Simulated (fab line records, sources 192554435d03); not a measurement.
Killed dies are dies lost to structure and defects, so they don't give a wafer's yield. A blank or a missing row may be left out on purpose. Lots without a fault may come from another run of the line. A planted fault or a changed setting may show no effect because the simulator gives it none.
Problem report in the 8D (eight disciplines) form, filled by code | flow n5_finfet | the parts of the form that need people (team, actions taken, sign-off) are left out

1. THE PROBLEM
etch_rf_on_time_s at N5_BEOL_M5_ETCH_61 reads a mean of 15.9 s on 3 wafers of 2 lots; wafers without a fault read 25.9 s with a standard deviation of 0.41. That is -24 standard deviations from the usual mean.
The step: etches SiARC in CF4, target depth 15.6 nm, time 26 s.
First seen on wafer L964.3, day 13 03:12, on rie_diel-02. The record holds 30 wafers of 10 lots with a number at this step. Rule for "out", or "out of limits": more than 4 standard deviations from the usual mean. The other wafers with a number count as sound.

2. WHAT IT IS AND WHAT IT IS NOT
question                    | is                     | is not
which readings at this step | etch_rf_on_time_s      | drypump_motor_current_A, oes_product_au, rf_fwd_power_W, showerhead_plenum_p_Torr, throttle_valve_pct
which lots                  | L964, L966             | L953, L958, L959, L968, L969, L972, L975, L976
which wafers of those lots  | L964.3, L964.6, L966.3 | L964.2, L966.2, L966.5
read on which tools         | rie_diel-02            | rie_diel-03, rie_diel-05
when                        | from day 13 03:12      | up to then (10 sound wafers); but 17 sound wafers of L966, L968, L969, L972, L975, L976 came after

3. SUSPECTS, AND WHAT RULES EACH OUT
Counting: a tool at a process step up to the reading stays a suspect if it ran every lot that is out. Sound lots after the first of them don't rule it out here, since some wafers of a struck lot are sound.
- uv_cure-02 at N5_BEOL_M5_CURE_79 (cures SiCOH lowk, time 240 s): kept. It ran every lot that is out, first L964 (day 13 00:52); its last sound lot up to then is L959 (day 11 18:20).
- rie_diel-02 at N5_BEOL_M5_ETCH_61 (etches SiARC in CF4, target depth 15.6 nm, time 26 s): kept. It ran every lot that is out, first L964 (day 13 03:12); its last sound lot up to then is L958 (day 11 13:55). Its own readings are out on those wafers: etch_rf_on_time_s.
- Within rie_diel-02 at N5_BEOL_M5_ETCH_61: the wafers that are out ran in chamber 3; their sound lot-mates ran in chambers 0, 2.
Left after counting: uv_cure-02 at N5_BEOL_M5_CURE_79, rie_diel-02 at N5_BEOL_M5_ETCH_61.

4. THE CAUSE (what the simulator had put in)
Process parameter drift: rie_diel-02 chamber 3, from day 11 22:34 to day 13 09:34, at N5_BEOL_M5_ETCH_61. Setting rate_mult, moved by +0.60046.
Counting left 2 suspects, and this tool is among them.

5. THE CHAIN OF EFFECTS, in route order
Each row: a reading whose mean over the struck wafers that have a number lies more than 3 standard deviations from the usual. Only readings for which the record gives a usual standard deviation are gone through. hours: the time from each lot's start at the first step in this table that gives one to its start at this step, as a median over the lots. sigmas: the change in usual standard deviations.
hours | step               | reading           | usual  | on struck wafers | change | sigmas
0     | N5_BEOL_M5_ETCH_61 | etch_rf_on_time_s | 25.9 s | 15.9             | -10.0  | -24
The process steps in it:
- N5_BEOL_M5_ETCH_61: etches SiARC in CF4, target depth 15.6 nm, time 26 s.

6. WHAT WOULD HAVE CAUGHT IT SOONER
In this record the first reading out of limits was taken at day 13 03:12, 29 hours after the fault began at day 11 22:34.
